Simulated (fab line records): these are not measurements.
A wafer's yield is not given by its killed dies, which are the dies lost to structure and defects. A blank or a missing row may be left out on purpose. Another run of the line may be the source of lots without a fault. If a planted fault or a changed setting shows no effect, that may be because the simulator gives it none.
Matching of chambers + flow nand_harc + NHARC_A_STAIRCASE_DEP_301 on pecvd-02: 3 sister chambers
The step deposits SiON, target thk 30 nm. 6 wafers are shown with their chamber, then 9 later ones without.

== WAFERS WITH THEIR CHAMBER ==
| wafer  | chamber | heater_power_outer_w (W) | heater_power_w (W) |
|--------|---------|--------------------------|--------------------|
| L078.5 | 2       | 459                      | 849                |
| L081.2 | 2       | 483                      | 874                |
| L081.5 | 0       | 426                      | 738                |
| L080.1 | 1       | 569                      | 881                |
| L080.3 | 0       | 426                      | 758                |
| L080.5 | 1       | 571                      | 886                |

== WAFERS WITH NO CHAMBER GIVEN ==
| wafer  | heater_power_outer_w (W) | heater_power_w (W) |
|--------|--------------------------|--------------------|
| L082.1 | 460                      | 850                |
| L082.4 | 467                      | 806                |
| L082.5 | 578                      | 897                |
| L094.1 | 391                      | 754                |
| L094.4 | 466                      | 739                |
| L094.6 | 462                      | 777                |
| L096.3 | 394                      | 733                |
| L096.5 | 398                      | 753                |
| L096.6 | 574                      | 901                |

== CHAMBER TAKEN BY EACH ==
| wafer  | from the rows above     | in truth                   |
|--------|-------------------------|----------------------------|
| L082.1 | 2                       | 2                          |
| L082.4 | can't be placed: 2 or 0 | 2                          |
| L082.5 | 1                       | 1                          |
| L094.1 | 0                       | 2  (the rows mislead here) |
| L094.4 | 0                       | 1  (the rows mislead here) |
| L094.6 | 0                       | 0                          |
| L096.3 | 0                       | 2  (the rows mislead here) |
| L096.5 | 0                       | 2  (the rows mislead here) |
| L096.6 | 1                       | 1                          |
Correct placement for 4 of the 9. Unplaceable from these rows: 1, with the true chamber sitting among the candidates in 1. Number placed wrongly: 4.
How it was worked out, from the rows above alone: a wafer's distance from a chamber is the root of the sum, over the readings, of the square of ((its reading less the chamber's mean) divided by the reading's scatter). The wafer belongs to the nearest chamber; if the next one is less than 2 further off, it can't be placed. Each chamber's mean is taken over the wafers shown for it. The scatter: the root of (the sum of the squares of (reading less its chamber's mean) over the shown wafers, divided by (wafers less chambers)).
